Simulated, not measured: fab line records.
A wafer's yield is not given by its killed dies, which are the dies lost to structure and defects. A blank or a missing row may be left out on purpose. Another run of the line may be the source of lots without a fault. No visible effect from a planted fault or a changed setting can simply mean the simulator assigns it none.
The tool behind it: which one? + flow nandHarc + 14 lots with 40 wafers sampled at 6 steps, on a route of 1159 steps

WHAT EACH GAUGE READ, for each wafer
NHARC_A_SOURCE_PLATE_INSPECT_08.
| lot  | measured     | on               | rawDefectCount |
|------|--------------|------------------|----------------|
| L825 | day 7 21:19  | defectInspect-01 | 64 55 55       |
| L826 | day 8 00:58  | defectInspect-01 | 51 42 27       |
| L827 | day 8 17:16  | defectInspect-02 | 85 99 147      |
| L828 | day 8 17:13  | defectInspect-02 | 44 46 32       |
| L829 | day 8 17:13  | defectInspect-01 | 43 32 59       |
| L831 | day 9 12:00  | defectInspect-01 | 108 145 84     |
| L832 | day 9 18:07  | defectInspect-02 | 23 9 32        |
| L836 | day 10 17:03 | defectInspect-02 | 62 91 80       |
| L838 | day 11 11:40 | defectInspect-02 | 49 75          |
| L839 | day 11 18:29 | defectInspect-02 | 43 65 46       |
| L842 | day 11 18:28 | defectInspect-02 | 43 48          |
| L843 | day 12 11:12 | defectInspect-02 | 32 41 31       |
| L844 | day 12 21:38 | defectInspect-02 | 77 45 43       |
| L846 | day 13 03:42 | defectInspect-02 | 53 40 53       |

NHARC_A_ONON_D1_THK_MEAS_02: measures by ellipsometry.
| lot  | measured     | on           | thkNm (nm)     |
|------|--------------|--------------|----------------|
| L825 | day 7 21:53  | filmMetro-01 | 999 1001 1001  |
| L826 | day 8 01:32  | filmMetro-02 | 991 992 993    |
| L827 | day 8 17:52  | filmMetro-01 | 1002 1002 1002 |
| L828 | day 8 17:48  | filmMetro-01 | 988 987 986    |
| L829 | day 8 17:47  | filmMetro-02 | 989 993 991    |
| L831 | day 9 12:35  | filmMetro-01 | 993 990 992    |
| L832 | day 9 18:41  | filmMetro-01 | 1000 1000 1000 |
| L836 | day 10 17:37 | filmMetro-01 | 1018 1020 1018 |
| L838 | day 11 12:14 | filmMetro-02 | 993 994        |
| L839 | day 11 19:04 | filmMetro-01 | 995 997 996    |
| L842 | day 11 19:03 | filmMetro-02 | 985 982        |
| L843 | day 12 11:47 | filmMetro-02 | 1009 1008 1009 |
| L844 | day 12 22:14 | filmMetro-01 | 1000 1001 999  |
| L846 | day 13 04:17 | filmMetro-01 | 1008 1005 1008 |

NHARC_A_ONON_D1_THK_MEAS_21: measures by ellipsometry.
| lot  | measured     | on           | thkNm (nm)     |
|------|--------------|--------------|----------------|
| L825 | day 8 07:54  | filmMetro-01 | 1019 1021 1018 |
| L826 | day 8 11:32  | filmMetro-02 | 1015 1015 1016 |
| L827 | day 9 04:07  | filmMetro-02 | 1010 1010 1011 |
| L828 | day 9 03:46  | filmMetro-01 | 998 999 996    |
| L829 | day 9 03:53  | filmMetro-01 | 1002 1002 1001 |
| L831 | day 9 22:36  | filmMetro-01 | 974 976 977    |
| L832 | day 10 06:34 | filmMetro-01 | 997 998 998    |
| L836 | day 11 03:35 | filmMetro-01 | 1007 1008 1007 |
| L838 | day 11 22:16 | filmMetro-01 | 511 1003       |
| L839 | day 12 09:05 | filmMetro-02 | 510 1000 998   |
| L842 | day 12 08:43 | filmMetro-02 | 495 492        |
| L843 | day 12 21:44 | filmMetro-01 | 1000 1000 1002 |
| L844 | day 13 08:12 | filmMetro-02 | 1013 1011 1016 |
| L846 | day 13 14:14 | filmMetro-02 | 998 1000 1000  |

NHARC_END_SORT_01.
| lot  | measured     | on        | killedAtArray | killedAtOther | killedAtPeriphery | killedDies | killedOpen | killedShort |
|------|--------------|-----------|---------------|---------------|-------------------|------------|------------|-------------|
| L838 | day 23 06:13 | prober-01 | 673 20        | 0 1           | 4 3               | 677 24     | 1 3        | 4 3         |
| L839 | day 23 22:07 | prober-01 | 677 30 28     | 0 1 0         | 0 0 2             | 677 31 30  | 3 4 2      | 3 2 2       |
| L842 | day 23 22:06 | prober-02 | 673 668       | 1 5           | 3 4               | 677 677    | 4 5        | 4 2         |

EACH LOT AND THE TOOL THAT RAN IT (in order: tool; ch and the chambers of the sampled wafers; start)
| lot  | NHARC_A_ZERO_WELL_ETCH_19         | NHARC_A_ONON_D1_DEP_19          |
|------|-----------------------------------|---------------------------------|
| L825 | rieDiel-10 ch 1,2,3, day 6 23:29  | pecvdOnon-03 ch 0, day 8 07:23  |
| L826 | rieDiel-10 ch 0,1,2, day 7 04:35  | pecvdOnon-03 ch 0, day 8 11:03  |
| L827 | rieDiel-01 ch 1,3, day 7 17:19    | pecvdOnon-03 ch 0, day 9 03:40  |
| L828 | rieDiel-01 ch 0,1, day 7 18:24    | pecvdOnon-03 ch 0, day 9 03:19  |
| L829 | rieDiel-01 ch 0,1,2, day 7 19:14  | pecvdOnon-02 ch 0, day 9 03:23  |
| L831 | rieDiel-01 ch 0,1,2, day 8 11:47  | pecvdOnon-01 ch 0, day 9 22:04  |
| L832 | rieDiel-12 ch 2,3, day 8 18:11    | pecvdOnon-02 ch 0, day 10 06:03 |
| L836 | rieDiel-01 ch 2,3, day 9 18:12    | pecvdOnon-02 ch 0, day 11 03:11 |
| L838 | rieDiel-12 ch 0,2, day 10 16:00   | pecvdOnon-03 ch 0, day 11 21:45 |
| L839 | rieDiel-10 ch 2,3, day 10 20:06   | pecvdOnon-03 ch 0, day 12 08:34 |
| L842 | rieDiel-01 ch 0,1, day 11 01:41   | pecvdOnon-03 ch 0, day 12 08:13 |
| L843 | rieDiel-10 ch 0,2,3, day 11 13:05 | pecvdOnon-01 ch 0, day 12 21:17 |
| L844 | rieDiel-10 ch 1,2,3, day 11 23:49 | pecvdOnon-01 ch 0, day 13 07:48 |
| L846 | rieDiel-01 ch 1,2,3, day 12 05:38 | pecvdOnon-01 ch 0, day 13 13:43 |
- NHARC_A_ZERO_WELL_ETCH_19: etches the open film in N2/H2, target depth 80 nm, overetch 24 nm, time 87.88 s.
- NHARC_A_ONON_D1_DEP_19: target thk 1000 nm.

AS READ BY THE TOOLS THEMSELVES (means over the sampled wafers that have a number; for cases with no such wafer, the mark the record gives instead)
NHARC_A_ZERO_WELL_ETCH_19.
| lot  | tool       | drypumpMotorCurrentA (A) | oesProductAu (a.u.) | rfVppV (V) | showerheadPlenumPTorr (Torr) | throttleValvePct (%) |
|------|------------|--------------------------|---------------------|------------|------------------------------|----------------------|
| L825 | rieDiel-10 | 5.9                      | 1.000               | 430.0      | 2.01                         | 14.169               |
| L826 | rieDiel-10 | 5.8                      | 1.000               | 430.5      | 2.02                         | 14.169               |
| L827 | rieDiel-01 | 6.4                      | 0.999               | 429.4      | 2.01                         | 14.172               |
| L828 | rieDiel-01 | 6.4                      | 0.986               | 433.9      | 2.14                         | 14.171               |
| L829 | rieDiel-01 | 5.9                      | 0.988               | 432.7      | 2.10                         | 14.170               |
| L831 | rieDiel-01 | 5.9                      | 0.984               | 432.2      | 2.10                         | 14.173               |
| L832 | rieDiel-12 | 6.5                      | 0.991               | 433.9      | 2.16                         | 14.166               |
| L836 | rieDiel-01 | 5.4                      | 0.989               | 428.2      | 1.98                         | 14.175               |
| L838 | rieDiel-12 | 6.2                      | 1.000               | 432.1      | 2.10                         | 14.164               |
| L839 | rieDiel-10 | 5.6                      | 0.996               | 430.4      | 2.02                         | 14.174               |
| L842 | rieDiel-01 | 6.3                      | 0.984               | 433.6      | 2.14                         | 14.180               |
| L843 | rieDiel-10 | 5.8                      | 1.003               | 428.7      | 1.99                         | 14.174               |
| L844 | rieDiel-10 | 5.9                      | 0.998               | 429.6      | 2.01                         | 14.170               |
| L846 | rieDiel-01 | 5.9                      | 0.998               | 429.6      | 2.03                         | 14.174               |

THE ANSWER, worked out from the rows above alone
Rule: what is usual is taken from the lots themselves. The widest of any qualifying gaps counts: lots, ordered by their means at a reading, are off when they make up no more than a third of the lots, leave a main group of 4 or more, and stand apart from it by 3 or more times the standard deviation of that group's means. A main group whose means are all the same, to the digits that the tables above print for the reading, isn't used. Also off: a lot with no number at a reading for which 4 or more lots have one. All remaining lots with rows at the step are treated as sound. After the gauges, taken in route order, come the tools' own readings; for these a lot's mean is taken, as printed above. The first step at which some lot is off is used, and at that step the reading that is off furthest; a lot without a number counts as furthest.
Off at NHARC_A_ONON_D1_THK_MEAS_21 (thkNm): L838, L839, L842. The main group: mean 1003 nm, standard deviation 11.
A tool fits if, at a process step before that reading, it ran every lot that is off, and no sound lot after the first of them. Gauges at NHARC_A_ONON_D1_THK_MEAS_21: tried the same way as those tools. One candidate fits, namely pecvdOnon-03 at NHARC_A_ONON_D1_DEP_19. A fault onset in the window from L827 (day 9 03:40, its last sound lot) to L838 (day 11 21:45, its first lot off) fits.

WHAT THE SIMULATOR PUT IN
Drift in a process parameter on pecvdOnon-03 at NHARC_A_ONON_D1_DEP_19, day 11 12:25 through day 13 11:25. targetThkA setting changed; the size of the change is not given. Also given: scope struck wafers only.
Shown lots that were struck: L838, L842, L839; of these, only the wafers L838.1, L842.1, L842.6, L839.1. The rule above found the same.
